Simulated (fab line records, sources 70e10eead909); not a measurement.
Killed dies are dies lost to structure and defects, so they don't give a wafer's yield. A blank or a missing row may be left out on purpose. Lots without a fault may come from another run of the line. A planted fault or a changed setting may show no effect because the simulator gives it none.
Chamber matching | flow nand_harc | NHARC_A_CHANNEL_HOLE_D1_DESCUM_15 on rie_diel-08: 4 sister chambers
The step chemistry O2, time 3 s. 8 wafers are shown with their chamber, then 10 later ones without.

WAFERS WITH THEIR CHAMBER
wafer  | chamber | showerhead_plenum_p_Torr (Torr) | drypump_motor_current_A (A)
L083.5 | 2       | 1.81                            | 5.61
L085.3 | 0       | 1.82                            | 5.73
L085.6 | 1       | 2.05                            | 6.34
L086.3 | 3       | 2.06                            | 6.21
L086.5 | 0       | 1.82                            | 5.74
L086.6 | 1       | 2.04                            | 6.37
L090.1 | 3       | 2.06                            | 6.20
L090.4 | 2       | 1.81                            | 5.62

WAFERS WITHOUT THEIR CHAMBER
wafer  | showerhead_plenum_p_Torr (Torr) | drypump_motor_current_A (A)
L090.6 | 1.81                            | 5.64
L093.1 | 2.06                            | 6.22
L093.4 | 1.81                            | 5.60
L093.5 | 1.81                            | 5.61
L092.1 | 1.81                            | 5.69
L092.3 | 1.81                            | 5.63
L092.4 | 2.06                            | 6.17
L094.2 | 2.04                            | 6.30
L094.4 | 2.06                            | 6.19
L094.6 | 2.04                            | 6.33

WHICH CHAMBER EACH WENT THROUGH
wafer  | from the rows above     | in truth
L090.6 | 2                       | 2
L093.1 | 3                       | 3
L093.4 | 2                       | 2
L093.5 | 2                       | 2
L092.1 | can't be placed: 0 or 2 | 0
L092.3 | 2                       | 2
L092.4 | 3                       | 3
L094.2 | 1                       | 1
L094.4 | 3                       | 3
L094.6 | 1                       | 1
Placed correctly: 9 of 10. Can't be placed from these rows: 1 (the true chamber is among the candidates in 1). Placed wrongly: 0.
How it was worked out, from the rows above alone: a wafer's distance from a chamber is the root of the sum, over the readings, of the square of ((its reading less the chamber's mean) divided by the reading's scatter). The wafer belongs to the nearest chamber; if the next one is less than 2 further off, it can't be placed. A chamber's mean is the mean of its shown wafers. The scatter: the root of (the sum of the squares of (reading less its chamber's mean) over the shown wafers, divided by (wafers less chambers)).
